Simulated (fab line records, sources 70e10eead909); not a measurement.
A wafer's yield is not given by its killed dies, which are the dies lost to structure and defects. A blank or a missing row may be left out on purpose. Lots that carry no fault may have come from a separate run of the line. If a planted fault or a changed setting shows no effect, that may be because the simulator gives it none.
Matching of chambers ; flow nand_harc ; rie_diel-10 running NHARC_A_CHANNEL_FILL_D1_STRIP_28: 4 sister chambers
The step strips in O2, time 20 s. 16 wafers are shown with their chamber, then 8 later ones without.

WAFERS, EACH WITH ITS CHAMBER
wafer;chamber;drypump_motor_current_A (A);oes_product_au (a.u.);throttle_valve_pct (%)
L077.1;2;4.9;0.991;17.032
L077.2;0;5.6;1.011;17.028
L077.4;3;5.8;1.002;17.040
L079.2;3;5.8;0.992;17.047
L079.3;1;5.7;1.035;17.027
L079.4;2;4.8;0.994;17.027
L082.1;1;5.7;1.008;17.038
L082.4;3;5.8;0.980;17.042
L082.5;3;5.8;0.982;17.041
L085.2;1;5.7;1.028;17.028
L085.3;0;5.6;1.027;17.043
L085.5;0;5.6;1.030;17.025
L089.1;1;5.7;1.022;17.034
L089.5;0;5.6;1.021;17.027
L089.6;1;5.7;1.017;17.042
L093.2;0;5.6;1.010;17.020

SIGNATURES, as means of the wafers listed above
reading;chamber 0;chamber 1;chamber 2;chamber 3;scatter within a chamber
drypump_motor_current_A;5.600;5.700;4.850;5.800;0.0204
oes_product_au;1.01980;1.02200;0.99250;0.98900;0.00944
throttle_valve_pct;17.02860;17.03380;17.02950;17.04250;0.00648
Rule: for each reading, subtract the chamber's mean from the wafer's reading, divide by that reading's scatter and square the result; add these up over the readings and take the root, which gives the wafer's distance from the chamber. The wafer belongs to the nearest chamber; if the next one is less than 2 further off, it can't be placed. The scatter: the root of (the sum of the squares of (reading less its chamber's mean) over the shown wafers, divided by (wafers less chambers)).

WAFERS WITHOUT THEIR CHAMBER
wafer;drypump_motor_current_A (A);oes_product_au (a.u.);throttle_valve_pct (%)
L093.5;4.9;0.987;17.044
L093.6;5.8;0.986;17.047
L095.1;5.8;1.034;17.042
L095.4;5.6;1.006;17.024
L095.6;4.9;1.002;17.022
L097.2;5.8;1.022;17.036
L097.3;4.9;1.000;17.032
L097.4;5.6;1.000;17.035

WHICH CHAMBER EACH ONE RAN IN
wafer;from the rows above;in truth
L093.5;2;2
L093.6;3;3
L095.1;can't be placed: 3 or 1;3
L095.4;0;0
L095.6;2;2
L097.2;can't be placed: 3 or 1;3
L097.3;2;2
L097.4;0;0
Placed correctly: 6 of 8. Not placeable from these rows: 2 (in 2, the candidates include the true chamber). 0 placed wrongly.
